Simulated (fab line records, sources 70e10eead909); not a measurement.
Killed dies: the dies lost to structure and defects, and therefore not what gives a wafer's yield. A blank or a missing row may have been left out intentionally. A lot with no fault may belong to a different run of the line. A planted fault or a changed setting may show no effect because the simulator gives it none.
Matching of chambers | flow nand_harc | NHARC_P_M1_PRE_CLEAN_32 on pecvd-03: 3 sister chambers
The step time 12 s. 6 wafers are shown with their chamber, then 10 later ones without.

## WAFERS PAIRED WITH THEIR CHAMBERS
wafer  | chamber | heater_power_w (W) | rf_fwd_power_W (W)
L084.3 | 2       | 641                | 292.4
L086.1 | 2       | 573                | 292.1
L086.3 | 1       | 707                | 292.5
L086.6 | 0       | 631                | 292.1
L088.2 | 0       | 665                | 292.8
L088.3 | 1       | 654                | 293.6

## WAFERS MISSING THEIR CHAMBER
wafer  | heater_power_w (W) | rf_fwd_power_W (W)
L088.6 | 653                | 294.3
L091.2 | 629                | 293.2
L091.5 | 626                | 293.9
L091.6 | 550                | 291.8
L095.3 | 600                | 291.6
L095.4 | 577                | 292.2
L095.5 | 652                | 293.8
L097.2 | 622                | 293.2
L097.4 | 617                | 292.5
L097.6 | 646                | 293.0

## WHICH CHAMBER EACH ONE RAN IN
wafer  | from the rows above          | in truth
L088.6 | can't be placed: 1 or 0 or 2 | 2
L091.2 | can't be placed: 1 or 0 or 2 | 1
L091.5 | can't be placed: 1 or 0 or 2 | 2
L091.6 | can't be placed: 2 or 0      | 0
L095.3 | can't be placed: 2 or 0      | 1
L095.4 | can't be placed: 2 or 0      | 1
L095.5 | can't be placed: 1 or 0 or 2 | 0
L097.2 | can't be placed: 0 or 1 or 2 | 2
L097.4 | can't be placed: 2 or 0 or 1 | 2
L097.6 | can't be placed: 1 or 0 or 2 | 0
Correct placement for 0 of the 10. These rows do not allow placing 10 (true chamber among the candidates in 8). Number placed wrongly: 0.
How it was worked out, from the rows above alone: a wafer's distance from a chamber is the root of the sum, over the readings, of the square of ((its reading less the chamber's mean) divided by the reading's scatter). If the next closest chamber is less than 2 further off than the closest, the wafer can't be placed; otherwise it belongs to the closest. The mean given for a chamber averages the wafers shown for that chamber. The scatter is the square root of a quotient: the sum, over the shown wafers, of each reading's squared deviation from its chamber's mean, divided by wafers minus chambers.
